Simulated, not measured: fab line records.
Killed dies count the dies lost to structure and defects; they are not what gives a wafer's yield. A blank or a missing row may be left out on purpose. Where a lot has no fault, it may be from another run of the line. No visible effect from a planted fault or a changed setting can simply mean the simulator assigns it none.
What tool caused it? -- flow n5_finfet -- Sampling: 11 lots, 32 wafers, 5 of 1938 route steps

## WHAT THE GAUGES SHOWED, per wafer
N5_BEOL_M4_RC_MEAS_101.
lot,measured,on,DIBL_N (mV/V),DIBL_P (mV/V),IOFF_N (nA/um),IOFF_P (nA/um),ION_N (uA/um),ION_P (uA/um),SS_N (mV/dec),SS_P (mV/dec),VT_N (mV),VT_P (mV)
L823,day 8 06:25,prober-01,33.8 35.8 36.9,33.2 36.5 37.2,0.12 0.14 0.15,0.18 0.22 0.24,676 670 669,466 468 466,70.3 71.2 71.5,72.8 73.4 73.8,255 252 253,-252 -247 -248
L824,day 8 06:00,prober-02,39.4 36.0 39.1,40.9 36.5 40.4,0.23 0.15 0.22,0.26 0.19 0.26,693 689 707,469 470 475,72.7 71.2 72.4,73.6 72.8 74.9,245 248 247,-249 -252 -249
L827,day 9 04:03,prober-01,34.1 37.2 35.7,36.1 39.6 36.1,0.14 0.17 0.15,0.20 0.26 0.19,670 664 660,461 463 458,71.1 71.7 72.0,72.7 73.7 72.8,248 250 251,-250 -250 -252
L829,day 9 14:43,prober-02,39.7 37.9 37.7,39.7 38.4 38.9,0.20 0.16 0.17,0.22 0.20 0.20,671 676 669,456 462 453,72.8 72.7 72.5,74.2 73.3 73.7,247 250 249,-252 -257 -253
L831,day 9 22:42,prober-02,35.3 35.2,35.3 34.5,0.12 0.12,0.18 0.16,657 653,461 458,71.7 71.4,73.2 73.0,255 254,-255 -257
L833,day 10 05:26,prober-01,34.6 36.7 38.2,34.5 38.1 38.4,0.12 0.17 0.17,0.15 0.21 0.20,653 671 670,442 457 453,72.0 72.0 71.8,72.8 73.1 73.3,256 248 253,-254 -253 -254
L835,day 11 06:01,prober-01,36.2 38.2 35.7,35.9 37.9 34.8,0.16 0.21 0.16,0.22 0.26 0.21,670 703 683,471 478 461,71.7 71.6 71.2,73.3 73.4 72.6,251 245 249,-246 -245 -251
L837,day 11 12:26,prober-02,37.0 34.1 35.9,37.2 33.6 35.8,0.17 0.12 0.15,0.24 0.17 0.21,696 655 687,474 457 474,71.3 70.9 70.9,72.7 72.2 73.0,247 253 252,-248 -253 -252
L846,day 13 18:54,prober-02,37.6 35.1 38.3,36.7 33.4 38.3,0.17 0.13 0.19,0.24 0.19 0.27,673 661 701,467 461 481,71.1 70.7 71.2,74.5 72.1 73.5,249 252 247,-247 -249 -243

## WHAT TOOL EACH LOT RAN ON (gives the tool, then ch and the chambers of the sampled wafers, and finally the start)
lot,N5_HKMG_FIN_ALD_21,N5_HKMG_FIN_ALD_72,N5_HKMG_FIN_W_FILL_22,N5_HKMG_FIN_CMP_94
L823,"ald_metal-04 ch 0,1, day 4 09:16","cvd_w-01 ch 0,1, day 4 09:37","cvd_w-01 ch 0,1, day 4 09:41","cmp-02 ch 1,2,3, day 4 10:20"
L824,"ald_metal-04 ch 0,2, day 4 11:10","cvd_w-01 ch 0,1, day 4 11:32","cvd_w-01 ch 0,1, day 4 11:35","cmp-02 ch 0,2, day 4 12:11"
L827,"ald_metal-03 ch 0,1,3, day 5 07:11","cvd_w-02 ch 0,1, day 5 07:33","cvd_w-02 ch 0,1, day 5 07:37","cmp-02 ch 0,1,3, day 5 08:12"
L829,"ald_metal-03 ch 0,1,3, day 5 21:10","cvd_w-01 ch 0,1, day 5 21:33","cvd_w-01 ch 0,1, day 5 21:36","cmp-01 ch 0,1, day 5 22:11"
L831,"ald_metal-04 ch 0,1, day 6 04:00","cvd_w-01 ch 0,1, day 6 04:22","cvd_w-01 ch 0,1, day 6 04:26","cmp-02 ch 1,3, day 6 05:02"
L833,"ald_metal-03 ch 0,1,2, day 6 17:46","cvd_w-01 ch 0,1, day 6 18:08","cvd_w-01 ch 0,1, day 6 18:13","cmp-01 ch 1,2,3, day 6 18:52"
L835,"ald_metal-03 ch 0,1,2, day 7 10:58","cvd_w-01 ch 0,1, day 7 11:19","cvd_w-01 ch 0,1, day 7 11:23","cmp-01 ch 0,1,3, day 7 12:11"
L837,"ald_metal-01 ch 0,1,3, day 7 20:01","cvd_w-01 ch 0,1, day 7 20:23","cvd_w-01 ch 0,1, day 7 20:26","cmp-03 ch 2,3, day 7 21:02"
L836,"ald_metal-03 ch 1,2,3, day 7 20:45","cvd_w-02 ch 0,1, day 7 21:07","cvd_w-02 ch 0,1, day 7 21:10","cmp-03 ch 0,2,3, day 7 21:46"
L838,"ald_metal-04 ch 2,3, day 8 09:05","cvd_w-02 ch 0,1, day 8 09:26","cvd_w-02 ch 0,1, day 8 09:30","cmp-02 ch 0,1,3, day 8 10:07"
L846,"ald_metal-01 ch 0,1, day 10 02:16","cvd_w-01 ch 0,1, day 10 02:38","cvd_w-01 ch 0,1, day 10 02:41","cmp-01 ch 2,3, day 10 03:18"
- N5_HKMG_FIN_ALD_21: deposits TiN, target thk 1.5 nm, pulse time 1 s, purge time 3 s.
- N5_HKMG_FIN_ALD_72: deposits W, target thk 2 nm, pulse time 1 s, purge time 2 s.
- N5_HKMG_FIN_W_FILL_22: material W, target thk 60 nm, time 18.2 s.
- N5_HKMG_FIN_CMP_94: polishes, stops on SiNx, t overpolish 4.7 s, target thk 43.299 nm.

## AS READ BY THE TOOLS THEMSELVES (means over the sampled wafers that have a number; for cases with no such wafer, the mark the record gives instead)
N5_HKMG_FIN_ALD_21.
lot,tool,chamber_pressure_Torr (Torr),heater_power_w (W),precursor_pulse_height_rel
L823,ald_metal-04,2.995,966,0.989
L824,ald_metal-04,2.993,1042,0.999
L827,ald_metal-03,2.999,910,0.987
L829,ald_metal-03,3.003,911,0.990
L831,ald_metal-04,2.994,964,1.006
L833,ald_metal-03,2.998,913,0.998
L835,ald_metal-03,3.002,914,0.997
L837,ald_metal-01,3.002,868,0.988
L836,ald_metal-03,-,-,-
L838,ald_metal-04,-,-,-
L846,ald_metal-01,3.002,1046,0.997

N5_HKMG_FIN_ALD_72.
lot,tool,chamber_pressure_Torr (Torr),heater_power_w (W),precursor_pulse_height_rel
L823,cvd_w-01,7.507,527,1.000
L824,cvd_w-01,7.495,587,0.998
L827,cvd_w-02,7.504,447,0.999
L829,cvd_w-01,7.493,576,0.990
L831,cvd_w-01,7.504,550,1.001
L833,cvd_w-01,7.502,526,0.999
L835,cvd_w-01,7.502,530,0.982
L837,cvd_w-01,7.517,525,1.001
L836,cvd_w-02,7.488,453,1.005
L838,cvd_w-02,7.500,490,0.995
L846,cvd_w-01,7.489,582,0.982

N5_HKMG_FIN_W_FILL_22.
lot,tool,heater_power_w (W),throttle_valve_pct (%)
L823,cvd_w-01,945,21.9
L824,cvd_w-01,1053,21.2
L827,cvd_w-02,797,18.4
L829,cvd_w-01,1047,21.2
L831,cvd_w-01,1007,21.6
L833,cvd_w-01,951,22.1
L835,cvd_w-01,951,22.2
L837,cvd_w-01,945,22.2
L836,cvd_w-02,801,18.7
L838,cvd_w-02,871,18.9
L846,cvd_w-01,1051,21.5

N5_HKMG_FIN_CMP_94.
lot,tool,head_pressure_psi (psi),motor_current_A (A)
L823,cmp-02,3.990,12.5
L824,cmp-02,4.003,13.5
L827,cmp-02,3.998,11.4
L829,cmp-01,3.996,12.8
L831,cmp-02,3.992,11.3
L833,cmp-01,4.002,12.6
L835,cmp-01,3.997,12.4
L837,cmp-03,3.993,13.5
L836,cmp-03,4.000,13.3
L838,cmp-02,3.995,11.5
L846,cmp-01,3.999,12.9

## THE ANSWER, worked out from the rows above alone
Rule: the lots themselves supply what counts as usual. Put in order of their means at a reading, lots are off if they are a third of the lots or fewer, leave a main group of 4 or more, and stand apart from it by a gap of 3 or more times the standard deviation of the main group's means; of several such gaps the widest counts. A main group is skipped when, at the precision printed for the reading in the tables above, its means are all equal. Also off: a lot with no number at a reading for which 4 or more lots have one. The other lots that the step has rows for count as sound. After the gauges, taken in route order, come the tools' own readings; for these a lot's mean is taken, as printed above. At the first step where some lot is off, the reading lying furthest off is the one used; lots without a number count as furthest.
Off, at N5_HKMG_FIN_ALD_21 on chamber_pressure_Torr: L836, L838. Without a number there: L836, L838. Mean 2.999 Torr and standard deviation 0.0037 in the main group.
A tool fits if, at that step or a process step before it, it ran every lot that is off, and no sound lot after the first of them. No candidate that was tried fits.

## WHAT THE SIMULATOR HAD INSERTED
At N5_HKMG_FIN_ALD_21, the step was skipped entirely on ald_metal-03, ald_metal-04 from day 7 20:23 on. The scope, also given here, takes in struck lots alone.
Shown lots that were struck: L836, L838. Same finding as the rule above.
